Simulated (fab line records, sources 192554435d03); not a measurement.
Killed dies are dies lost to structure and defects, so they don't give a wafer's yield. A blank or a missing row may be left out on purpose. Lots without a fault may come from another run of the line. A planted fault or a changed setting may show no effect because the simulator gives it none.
fab line records | flow n5_finfet | part 1 of 2: steps 1 to 22 of 30
record lots=5 wafers=15 last_day=17
route steps=1938 shown BEOL_M6@1237 BEOL_M7@1263
lots that met no fault: from a run of the same line without faults
start_h: hours from the record's first day to the start of the lot's first wafer shown | wait_h: hours since the lot's step before | " the same as in the row above | L1.1+2: a row that stands for several wafers | - no value, or no start given | * or withheld: withheld | < > ~ a bound
route shown NAME@n: a module of which the file shows steps, and the number in the route of the first | usual: mean/standard deviation of fault-free wafers | same: alike in all rows | chamber/n: place in a boat | sites: the reading at each site | _std_site: their standard deviation | _edge_site: outer sites' mean less inner sites' | radius_mm: how far each site lies from the wafer's centre | mask NAME#n: copy n | behind: the tool/chamber that last shaped the wafer | hold: why the lot was held/for how many hours/how that ended | device: the transistor (n, p or np) that didn't switch | end of line: the same wafers' tests at the end of the route | a step without rows: its recipe alone | killed: dies lost to structure and defects at the first sort, not the wafer's yield | map: a wafer's dies, x killed, . not, _ none there
set.NAME: the setting as run; set.NAME@STEP: as run at that earlier step | model.NAME: the simulator's own value behind a step, which no gauge read
lots at some steps of the route; a table a step, a row a wafer
services: from which hour (start_h, from the record's first day; less than 0 if before it) a tool's chamber was out of use, for how many hours, and why
## steps
# step N5_BEOL_M6_STRIP_76
# recipe chemistry=C4F6/O2 resist=SiARC rf_frequency_hz=6e+07
# columns lot.wafer tool chamber start_h wait_h
L078.1+5+6 rie_diel-03 3,1,0 221.06 0.0
L081.1+3+4 rie_diel-02 3,2,0 230.51 0.0
L084.2+5+6 rie_diel-04 0,2,3 254.45 0.0
L090.1+2+5 rie_diel-04 3,0,2 283.52 0.0
L094.2+4+6 rie_diel-03 3,0,1 316.97 0.0
# step N5_BEOL_M6_STRIP_36
# recipe chemistry=N2/H2 power_w=450 temp_c=40 pressure_mtorr=20 rf_frequency_hz=6e+07 overash_fraction=0.3 bias_power_w=7 h2_frac=0.5 n2_flow_sccm=200 h2_flow_sccm=200
# usual drypump_motor_current_A=5.8/0.43 oes_product_au=0.84/0.084 rf_vpp_V=59.2/1.5 showerhead_plenum_p_Torr=2.55/0.077 throttle_valve_pct=23.53/0.23
# columns lot.wafer tool chamber start_h wait_h drypump_motor_current_A oes_product_au rf_hours_counter_h rf_vpp_V showerhead_plenum_p_Torr throttle_valve_pct
L078.1 rie_diel-03 3 221.07 0.0 6.1 0.84 77 60.4 2.56 23.56
L078.5 " 1 " " 6.2 0.87 - 58.2 2.60 23.81
L078.6 " 0 " " 5.7 0.92 - 58.1 2.48 23.80
L081.1 rie_diel-02 3 230.52 0.0 6.3 0.70 219 62.2 2.62 23.40
L081.3 " 2 " " 5.9 0.73 185 58.1 2.44 23.88
L081.4 " 0 " " 5.9 0.87 - 60.5 2.56 23.60
L084.2 rie_diel-04 0 254.46 0.0 5.5 0.86 57 60.0 2.67 23.20
L084.5 " 2 " " 6.3 0.99 - 59.6 2.49 23.33
L084.6 " 3 " " 5.5 0.79 - 55.7 2.45 23.54
L090.1 rie_diel-04 3 283.53 0.0 5.6 0.78 100 56.7 2.45 23.59
L090.2 " 0 " " 5.5 0.83 69 60.3 2.67 23.19
L090.5 " 2 " " 6.3 0.94 - 57.9 2.49 23.35
L094.2 rie_diel-03 3 316.98 0.0 6.1 0.81 104 55.7 2.55 23.55
L094.4 " 0 " " 5.8 0.85 49 60.1 2.47 23.85
L094.6 " 1 " " 6.3 0.82 - 60.7 2.58 23.83
# step N5_BEOL_M6_TRENCH_ETCH_37
# recipe chemistry=C4F6/O2 target_depth_a=944.35 target=SiCOH_lowk time_s=31.5 ion_energy_ev=250 pressure_mtorr=30 source_w=345 bias_w=185 Ar_flow_sccm=300 C4F6_flow_sccm=10 O2_flow_sccm=10
# usual drypump_motor_current_A=5.8/0.43 oes_product_au=0.84/0.087 rf_fwd_power_W=339.6/1.7 rf_vpp_V=672/14 showerhead_plenum_p_Torr=2.88/0.089 throttle_valve_pct=20.85/0.11
# columns lot.wafer tool chamber start_h wait_h drypump_motor_current_A oes_product_au rf_fwd_power_W rf_hours_counter_h rf_vpp_V showerhead_plenum_p_Torr throttle_valve_pct
L078.1 rie_diel-03 3 - - 6.1 0.82 340.2 77 687 2.87 20.85
L078.5 " 1 " " 6.3 0.88 341.0 - 677 2.93 21.02
L078.6 " 0 " " 5.8 0.91 340.5 - 676 2.80 20.82
L081.1 rie_diel-02 3 - - 6.3 0.69 338.1 219 686 2.94 20.71
L081.3 " 2 " " 5.9 0.73 340.9 185 641 2.73 21.01
L081.4 " 0 " " 5.9 0.86 339.9 - 686 2.88 20.83
L084.2 rie_diel-04 0 - - 5.5 0.86 340.9 57 679 3.03 20.79
L084.5 " 2 " " 6.3 0.98 338.3 - 663 2.82 20.80
L084.6 " 3 " " 5.5 0.79 340.8 - 637 2.75 20.70
L090.1 rie_diel-04 3 - - 5.5 0.78 340.9 100 635 2.75 20.72
L090.2 " 0 " " 5.6 0.85 341.1 69 679 3.03 20.82
L090.5 " 2 " " 6.3 0.95 337.0 - 662 2.81 20.83
L094.2 rie_diel-03 3 - - 6.1 0.80 338.3 104 688 2.86 20.89
L094.4 " 0 " " 5.7 0.86 339.8 49 678 2.79 20.87
L094.6 " 1 " " 6.3 0.84 341.9 - 679 2.92 21.08
# step N5_BEOL_M6_ETCH_41
# recipe chemistry=CH3F/O2 target=SiCN target_depth_a=297 taper_deg=2 time_s=52 ion_energy_ev=120 mask_material=TiN pressure_mtorr=30 source_w=395 bias_w=75 Ar_flow_sccm=150 CH3F_flow_sccm=30 O2_flow_sccm=20
# usual drypump_motor_current_A=5.8/0.43 oes_product_au=0.84/0.087 rf_fwd_power_W=390.6/1.7 rf_vpp_V=297.6/1.5 showerhead_plenum_p_Torr=2.02/0.065 throttle_valve_pct=16.21/0.11
# columns lot.wafer tool chamber start_h wait_h drypump_motor_current_A oes_product_au rf_fwd_power_W rf_hours_counter_h rf_vpp_V showerhead_plenum_p_Torr throttle_valve_pct
L078.1 rie_diel-03 3 - - 6.1 0.83 391.4 77 298.2 2.02 16.27
L078.5 " 1 " " 6.2 0.88 389.6 - 298.1 2.06 16.31
L078.6 " 0 " " 5.7 0.92 393.8 - 297.1 1.97 16.12
L081.1 rie_diel-02 3 - - 6.3 0.69 389.4 219 297.7 2.06 16.18
L081.3 " 2 " " 5.9 0.73 392.1 185 296.3 1.91 16.41
L081.4 " 0 " " 5.9 0.86 392.1 - 297.5 2.02 16.16
L084.2 rie_diel-04 0 - - 5.5 0.86 391.3 57 300.1 2.14 16.12
L084.5 " 2 " " 6.3 1.00 389.6 - 295.6 1.98 16.13
L084.6 " 3 " " 5.5 0.80 391.8 - 296.3 1.93 16.13
L090.1 rie_diel-04 3 - - 5.5 0.78 390.7 100 296.4 1.93 16.14
L090.2 " 0 " " 5.5 0.85 390.8 69 300.0 2.13 16.14
L090.5 " 2 " " 6.2 0.94 389.1 - 296.4 1.98 16.12
L094.2 rie_diel-03 3 - - 6.1 0.79 391.5 104 297.1 2.01 16.33
L094.4 " 0 " " 5.7 0.87 395.9 49 296.2 1.96 16.17
L094.6 " 1 " " 6.2 0.84 390.8 - 295.9 2.05 16.35
# step N5_BEOL_M6_STRIP_80
# recipe chemistry=N2/H2 time_s=10 power_w=450 temp_c=40 pressure_mtorr=20 rf_frequency_hz=6e+07 bias_power_w=7 n2_flow_sccm=200 h2_flow_sccm=200
# usual drypump_motor_current_A=5.8/0.43 oes_product_au=0.84/0.084 rf_vpp_V=59.2/0.91 showerhead_plenum_p_Torr=2.55/0.077 throttle_valve_pct=23.53/0.23
# columns lot.wafer tool chamber start_h wait_h drypump_motor_current_A oes_product_au rf_hours_counter_h rf_vpp_V showerhead_plenum_p_Torr throttle_valve_pct
L078.1 rie_diel-03 3 - - 6.1 0.83 77 59.9 2.56 23.54
L078.5 " 1 " " 6.3 0.88 - 58.4 2.60 23.78
L078.6 " 0 " " 5.7 0.92 - 58.6 2.48 23.79
L081.1 rie_diel-02 3 - - 6.3 0.71 219 59.2 2.62 23.39
L081.3 " 2 " " 5.9 0.73 185 58.0 2.44 23.87
L081.4 " 0 " " 6.0 0.87 - 58.3 2.56 23.59
L084.2 rie_diel-04 0 - - 5.5 0.85 57 59.4 2.67 23.18
L084.5 " 2 " " 6.3 0.98 - 59.1 2.49 23.36
L084.6 " 3 " " 5.5 0.80 - 58.7 2.45 23.57
L090.1 rie_diel-04 3 - - 5.5 0.78 100 58.7 2.45 23.56
L090.2 " 0 " " 5.6 0.85 69 58.6 2.67 23.20
L090.5 " 2 " " 6.3 0.95 - 59.5 2.49 23.38
L094.2 rie_diel-03 3 - - 6.1 0.80 104 58.6 2.55 23.57
L094.4 " 0 " " 5.7 0.86 49 59.1 2.47 23.86
L094.6 " 1 " " 6.3 0.83 - 59.1 2.58 23.82
# step N5_BEOL_M6_OCD_MEAS_38
# usual trench_depth_nm=94.8/1.3
# columns lot.wafer tool chamber start_h wait_h trench_depth_nm
L078.1 ocd-02 - 221.27 - 94.0
L078.5 " - " " 93.9
L078.6 " - " " 97.1
L081.1 ocd-01 - 230.71 - 91.4
L081.3 " - " " 93.0
L081.4 " - " " 96.6
L084.2 ocd-02 - 254.65 - 96.3
L084.5 " - " " 95.9
L084.6 " - " " 93.9
L090.1 ocd-02 - 283.73 - 94.7
L090.2 " - " " 96.5
L090.5 " - " " 95.5
L094.2 ocd-01 - 317.18 - 94.3
L094.4 " - " " 96.1
L094.6 " - " " 94.8
# step N5_BEOL_M6_HM_STRIP_39
# recipe chemistry=peroxide_tin_strip material=TiN target_depth_a=250 temp_c=50 time_s=158
# columns lot.wafer tool chamber start_h wait_h
L078.1+5+6 wet_bench-03 7,5,4 221.30 0.0
L081.1+3+4 wet_bench-05 1,4,7 230.75 0.0
L084.2+5+6 wet_bench-03 6,2,0 254.68 0.0
L090.1+2+5 wet_bench-06 7,4,1 283.76 0.0
L094.2+4+6 wet_bench-05 0,1,5 317.21 0.0
# step N5_BEOL_M6_SRD_40
# recipe time_s=30 temp_c=23 rinse_liquid=diw dry=ipa_marangoni
# columns lot.wafer tool chamber start_h wait_h
L078.1+5+6 wet_bench-03 7,5,4 221.35 0.0
L081.1+3+4 wet_bench-05 1,4,7 230.79 0.0
L084.2+5+6 wet_bench-03 6,2,0 254.73 0.0
L090.1+2+5 wet_bench-06 7,4,1 283.85 0.0
L094.2+4+6 wet_bench-05 0,1,5 317.25 0.0
# step N5_BEOL_M6_PRECLEAN_42
# recipe chemistry=residue_remover time_s=60 temp_c=40
# columns lot.wafer tool chamber start_h wait_h
L078.1+5+6 wet_bench-03 7,5,4 221.36 0.0
L081.1+3+4 wet_bench-05 1,4,7 230.81 0.0
L084.2+5+6 wet_bench-03 6,2,0 254.75 0.0
L090.1+2+5 wet_bench-06 7,4,1 283.89 0.0
L094.2+4+6 wet_bench-05 0,1,5 317.27 0.0
# step N5_BEOL_M6_SRD_43
# recipe time_s=30 temp_c=23 rinse_liquid=diw dry=ipa_marangoni
# columns lot.wafer tool chamber start_h wait_h
L078.1+5+6 wet_bench-03 7,5,4 221.38 0.0
L081.1+3+4 wet_bench-05 1,4,7 230.83 0.0
L084.2+5+6 wet_bench-03 6,2,0 254.76 0.0
L090.1+2+5 wet_bench-06 7,4,1 283.92 0.0
L094.2+4+6 wet_bench-05 0,1,5 317.29 0.0
# step N5_BEOL_M6_CD_MEAS_35
# recipe target_cd_nm=40 target_cd_y_nm=28 polarity=opening
# usual cd_nm=39.9/0.61
# columns lot.wafer tool chamber start_h wait_h cd_nm
L078.1 cd_sem-03 - 221.42 0.0 40.3
L078.5 " - " " 40.6
L078.6 " - " " 40.2
L081.1 cd_sem-03 - 230.87 0.0 39.3
L081.3 " - " " 40.2
L081.4 " - " " 39.3
L084.2 cd_sem-01 - 254.80 0.0 39.6
L084.5 " - " " 39.9
L084.6 " - " " 39.4
L090.1 cd_sem-01 - 283.98 0.0 39.7
L090.2 " - " " 40.4
L090.5 " - " " 39.6
L094.2 cd_sem-02 - 317.33 0.0 39.9
L094.4 " - " " 40.1
L094.6 " - " " 40.0
# step N5_BEOL_M6_CURE_75
# recipe temp_c=370 time_s=120 ambient=DMADMS/He material=SiCOH_lowk
# usual lamp_power_pct=52.31/0.057 wafer_temp_C_max=371.9/0.89
# columns lot.wafer tool chamber start_h wait_h lamp_power_pct wafer_temp_C_max
L078.1 uv_cure-03 0 221.55 0.1 52.28 372.8
L078.5 " 0 " " 52.35 372.8
L078.6 " 0 " " 52.33 372.8
L081.1 uv_cure-03 0 230.91 0.0 52.22 372.4
L081.3 " 0 " " 52.33 372.6
L081.4 " 0 " " 52.36 372.9
L084.2 uv_cure-01 0 254.89 0.1 52.28 371.5
L084.5 " 0 " " 52.41 371.7
L084.6 " 0 " " 52.35 372.4
L090.1 uv_cure-02 0 284.02 0.0 52.43 370.9
L090.2 " 0 " " 52.31 370.6
L090.5 " 0 " " 52.32 371.0
L094.2 uv_cure-01 1 317.42 0.1 52.32 372.6
L094.4 " 1 " " 52.26 373.2
L094.6 " 1 " " 52.47 373.5
# step N5_BEOL_M6_DEGAS_44
# recipe ambient=vacuum temp_c=250 time_s=60
# usual heater_power_w=327/32
# columns lot.wafer tool chamber start_h wait_h heater_power_w
L078.1 pvd_sputter-01 - 222.26 0.7 346
L078.5 " - " " 302
L078.6 " - " " 345
L081.1 pvd_sputter-02 - 231.62 0.7 296
L081.3 " - " " 322
L081.4 " - " " 292
L084.2 pvd_sputter-03 - 255.64 0.7 409
L084.5 " - " " 322
L084.6 " - " " 424
L090.1 pvd_sputter-02 - 285.13 1.1 302
L090.2 " - " " 366
L090.5 " - " " 319
L094.2 pvd_sputter-02 - 317.69 0.2 367
L094.4 " - " " 288
L094.6 " - " " 299
# step N5_BEOL_M6_PRE_CLEAN_45
# recipe gas=H2/He time_s=30 temp_c=250
# usual heater_power_w=328/32
# columns lot.wafer tool chamber start_h wait_h heater_power_w
L078.1 pvd_sputter-01 - 222.30 0.0 344
L078.5 " - " " 311
L078.6 " - " " 337
L081.1 pvd_sputter-02 - 231.66 0.0 296
L081.3 " - " " 326
L081.4 " - " " 286
L084.2 pvd_sputter-03 - 255.68 0.0 402
L084.5 " - " " 316
L084.6 " - " " 421
L090.1 pvd_sputter-02 - 285.17 0.0 297
L090.2 " - " " 370
L090.5 " - " " 324
L094.2 pvd_sputter-02 - 317.73 0.0 353
L094.4 " - " " 290
L094.6 " - " " 303
# step N5_BEOL_M6_ALD_77
# recipe material=TaN target_thk_a=20 temp_c=275 ald_precursor_family=PDMAT ald_co_reactant=NH3 pressure_torr=3 carrier_flow_sccm=1500 pulse_time_s=2 purge_time_s=3 co_reactant_purge_time_s=2 co_reactant_pulse_time_s=3 ald_cycles=40 precursor_vessel_temp_c=75 precursor_vessel_pressure_torr=26.25 precursor_vessel_carrier_sccm=1000
# usual heater_power_w=430/51
# columns lot.wafer tool chamber start_h wait_h heater_power_w since_wet_clean_h
L078.1 ald_metal-03 3 222.36 0.0 461 6039
L078.5 " 2 " " 391 -
L078.6 " 1 " " 422 -
L081.1 ald_metal-04 0 231.73 0.1 382 1433
L081.3 " 1 " " 474 1433
L081.4 " 2 " " 498 1433
L084.2 ald_metal-01 2 255.84 0.1 402 2996
L084.5 " 1 " " 355 -
L084.6 " 0 " " 459 -
L090.1 ald_metal-03 3 285.25 0.1 473 6102
L090.2 " 2 " " 392 6102
L090.5 " 0 " " 525 -
L094.2 ald_metal-04 3 317.79 0.0 431 1519
L094.4 " 0 " " 376 1519
L094.6 " 0 " " 372 -
# step N5_BEOL_M6_SURFACE_TREAT_79
# recipe gas=Ar time_s=* ion_energy_ev=* ion_current_ma_cm2=0.5 pressure_mtorr=* ar_flow_sccm=30
# usual throttle_valve_pct=*
# columns lot.wafer tool chamber start_h wait_h throttle_valve_pct
L078.1 pvd_sputter-03 - 223.14 0.7 *
L078.5 " - " " *
L078.6 " - " " *
L081.1 pvd_sputter-02 - 232.28 0.4 *
L081.3 " - " " *
L081.4 " - " " *
L084.2 pvd_sputter-02 - 256.19 0.2 *
L084.5 " - " " *
L084.6 " - " " *
L090.1 pvd_sputter-02 - 285.63 0.2 *
L090.2 " - " " *
L090.5 " - " " *
L094.2 pvd_sputter-01 - 319.17 1.2 *
L094.4 " - " " *
L094.6 " - " " *
# step N5_BEOL_M6_CVD_78
# recipe material=Co target_thk_a=20 temp_c=withheld precursor=CCTBA/H2 pressure_torr=30 time_s=142.3
# columns lot.wafer tool chamber start_h wait_h since_wet_clean_h
L078.1 cvd_co-02 2 223.21 0.0 305
L078.5 " 2 " " -
L078.6 " 0 " " -
L081.1 cvd_co-02 1 232.34 0.0 1211
L081.3 " 2 " " 314
L081.4 " 0 " " -
L084.2 cvd_co-02 2 256.27 0.1 338
L084.5 " 2 " " -
L084.6 " 0 " " -
L090.1 cvd_co-01 2 285.69 0.0 586
L090.2 " 0 " " 1046
L090.5 " 2 " " -
L094.2 cvd_co-02 2 319.46 0.3 401
L094.4 " 1 " " -
L094.6 " 0 " " -
# step N5_BEOL_M6_SPUTTER_48
# recipe material=Cu target_thk_a=100 temp_c=-20 bias_v=60 power_w=26000 chamber_pressure_pa=0.13 time_s=1.667
# usual throttle_valve_pct=29.8/1.2
# columns lot.wafer tool chamber start_h wait_h throttle_valve_pct
L078.1 pvd_sputter-03 - 223.32 0.1 31.4
L078.5 " - " " 29.6
L078.6 " - " " 31.5
L081.1 pvd_sputter-03 - 232.50 0.1 31.5
L081.3 " - " " 29.6
L081.4 " - " " 31.5
L084.2 pvd_sputter-02 - 256.39 0.1 29.3
L084.5 " - " " 29.4
L084.6 " - " " 30.7
L090.1 pvd_sputter-03 - 285.80 0.1 31.8
L090.2 " - " " 31.6
L090.5 " - " " 28.2
L094.2 pvd_sputter-01 - 319.65 0.1 29.2
L094.4 " - " " 28.7
L094.6 " - " " 28.8
# step N5_BEOL_M6_ECD_50
# recipe material=Cu target_thk_a=3000
# columns lot.wafer tool chamber start_h wait_h
L078.1+5+6 ecd_cu-02 0,0,1 223.44 0.1
L081.1+3+4 ecd_cu-02 1,0,1 232.62 0.1
L084.2+5+6 ecd_cu-01 0,1,0 256.50 0.1
L090.1+2+5 ecd_cu-01 1,0,0 285.92 0.1
L094.2+4+6 ecd_cu-01 1,0,0 319.76 0.1
# step N5_BEOL_M6_ANNEAL_51
# recipe temp_c=225 time_s=90 ambient=N2
# usual anneal_temp_c=225.04/0.16 wafer_temp_C_max=226.0/0.37
# columns lot.wafer tool chamber start_h wait_h anneal_temp_c wafer_temp_C_max
L078.1 rtp_anneal-01 0 223.56 0.1 225.04 225.9
L078.5 " 0 " " 225.19 225.9
L078.6 " 0 " " 225.12 225.6
L081.1 rtp_anneal-01 0 232.87 0.2 225.15 225.7
L081.3 " 0 " " 224.65 225.1
L081.4 " 0 " " 225.19 225.7
L084.2 rtp_anneal-02 0 256.72 0.2 225.18 226.0
L084.5 " 0 " " 225.22 226.5
L084.6 " 0 " " 225.30 226.3
L090.1 rtp_anneal-01 0 286.05 0.1 224.81 225.9
L090.2 " 0 " " 224.94 225.5
L090.5 " 0 " " 224.93 225.9
L094.2 rtp_anneal-02 0 320.08 0.3 225.35 225.9
L094.4 " 0 " " 225.34 226.2
L094.6 " 0 " " 225.20 226.5
# step N5_BEOL_M6_CMP_52
# recipe stop_on=SiCOH_lowk t_overpolish_s=6.9 down_force_psi=1 platen_rpm=50 clearing_platen_down_force_psi=1.5 clearing_platen_rpm=50 post_cmp_clean=cu_alkaline target_thk_nm=80 clearing_platen_pad_velocity_m_s=0.99484 pad_velocity_m_s=0.99484
# usual barrier_field_endpoint_s=28.8/0.52 motor_current_A=5.8/0.59 overpolish_run_s=6.899/0.009 time_to_endpoint_s=61.4/2.5
# columns lot.wafer tool chamber start_h wait_h barrier_field_endpoint_s motor_current_A overpolish_run_s time_to_endpoint_s
L078.1 cmp-01 0 223.86 0.3 27.8 4.7 6.879 61.0
L078.6 " 0 " " 28.0 5.0 6.915 58.3
L078.5 " 1 " " 29.4 6.3 6.906 60.2
L081.4 cmp-01 1 233.17 0.1 28.7 6.7 6.885 61.2
L081.3 " 2 " " 28.5 6.1 6.903 61.7
L081.1 " 0 " " 28.6 4.6 6.898 60.4
L084.2 cmp-02 2 257.05 0.3 28.5 6.9 6.896 65.0
L084.6 " 0 " " 28.5 6.3 6.906 58.7
L084.5 " 1 " " 29.2 6.0 6.897 65.8
L090.1 cmp-04 0 286.39 0.3 29.0 5.8 6.899 63.9
L090.2 " 2 " " 28.3 6.0 6.886 62.7
L090.5 " 3 " " 29.3 6.3 6.894 65.5
L094.2 cmp-02 3 320.33 0.2 28.5 5.2 6.891 60.0
L094.4 " 2 " " 29.6 6.8 6.895 62.2
L094.6 " 3 " " 29.2 5.1 6.898 61.8
# step N5_BEOL_M6_THK_MEAS_53
# recipe thk_meas_gauge=xrf reads=Cu_of_BEOL_M6_ECD_50
# usual M6_THK=79.2/1.6
# columns lot.wafer tool chamber start_h wait_h M6_THK[nm]
L078.1 film_metro-01 - 224.15 - 77.1
L078.5 " - " " 76.4
L078.6 " - " " 80.1
L081.1 film_metro-01 - 233.46 - 74.9
L081.3 " - " " 75.7
L081.4 " - " " 79.6
L084.2 film_metro-01 - 257.27 - 80.4
L084.5 " - " " 80.5
L084.6 " - " " 78.4
L090.1 film_metro-02 - 286.65 - 79.2
L090.2 " - " " 80.3
L090.5 " - " " 80.9
L094.2 film_metro-02 - 320.63 - 79.2
L094.4 " - " " 80.0
L094.6 " - " " 77.7
